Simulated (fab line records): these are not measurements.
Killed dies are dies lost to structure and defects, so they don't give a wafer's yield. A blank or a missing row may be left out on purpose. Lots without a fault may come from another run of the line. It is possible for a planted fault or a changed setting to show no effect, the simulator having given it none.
What tool caused it?    flow nandHarc    18 wafers from 6 lots sampled at 5 of the route's 1159 steps

WHAT THE GAUGES READ, wafer by wafer
NHARC_END_SORT_01.
lot   measured      on         killedAtArray
L396  day 27 03:19  prober-01  556 43 26

WHICH TOOL RAN EACH LOT (tool, then ch and the chambers of the sampled wafers, then the start)
lot   NHARC_A_CONTACT_ETCH_77                       NHARC_A_CONTACT_ETCH_78            NHARC_A_CONTACT_ETCH_128            NHARC_A_CONTACT_ETCH_132
L382  rieDiel-06 ch 1,2, day 20 13:11 or earlier    rieDiel-06 ch 0,3, day 20 13:11    harCapEtch-03 ch 0,1, day 20 14:17  harCapEtch-03 ch 0,1, day 20 14:51
L387  rieDiel-05 ch 1,2,3, day 20 19:54 or earlier  rieDiel-05 ch 0,3, day 20 19:54    harCapEtch-01 ch 0,1, day 20 21:16  harCapEtch-01 ch 0,1, day 20 22:02
L390  rieDiel-06 ch 0,2, day 21 12:37 or earlier    rieDiel-06 ch 0,1,2, day 21 12:37  harCapEtch-03 ch 1, day 21 14:14    harCapEtch-03 ch 1, day 21 15:15
L396  rieDiel-06 ch 0,1,2, day 22 16:17 or earlier  rieDiel-06 ch 0,3, day 22 16:17    harCapEtch-03 ch 0, day 22 17:25    harCapEtch-03 ch 0, day 22 17:59
L401  rieDiel-05 ch 1,2,3, day 23 08:26 or earlier  rieDiel-05 ch 0,1,3, day 23 08:26  harCapEtch-01 ch 1, day 23 09:35    harCapEtch-01 ch 1, day 23 10:09
L404  rieDiel-05 ch 0,1,3, day 24 07:36 or earlier  rieDiel-05 ch 1,2,3, day 24 07:36  harCapEtch-01 ch 0,1, day 24 08:46  harCapEtch-01 ch 0,1, day 24 09:20
- NHARC_A_CONTACT_ETCH_77: etches the open film in CF4/CHF3, target depth 72.6 nm, time 36.3 s.
- NHARC_A_CONTACT_ETCH_78: etches the open film in O2/COS, target depth 2800 nm, time 728 s.
- NHARC_A_CONTACT_ETCH_128: etches the open film in C4F8/O2/Ar, time 155 s, target depth 956 nm.
- NHARC_A_CONTACT_ETCH_132: etches the open film in C4F8/O2/Ar, time 156 s, target depth 958 nm.

THE ANSWER, worked out from the rows above alone
Rule: the lots themselves supply what counts as usual. Put in order of their means at a reading, lots are off if they are a third of the lots or fewer, leave a main group of 4 or more, and stand apart from it by a gap of 3 or more times the standard deviation of the main group's means; of several such gaps the widest counts. If all means in a main group match to the digits the tables above print for the reading, that group is not used. A lot without any number at a reading at which 4 lots or more have one is off too. The other lots that the step has rows for count as sound.
None of the lots is off at any reading shown; this tells nothing.

WHAT THE SIMULATOR HAD PUT IN
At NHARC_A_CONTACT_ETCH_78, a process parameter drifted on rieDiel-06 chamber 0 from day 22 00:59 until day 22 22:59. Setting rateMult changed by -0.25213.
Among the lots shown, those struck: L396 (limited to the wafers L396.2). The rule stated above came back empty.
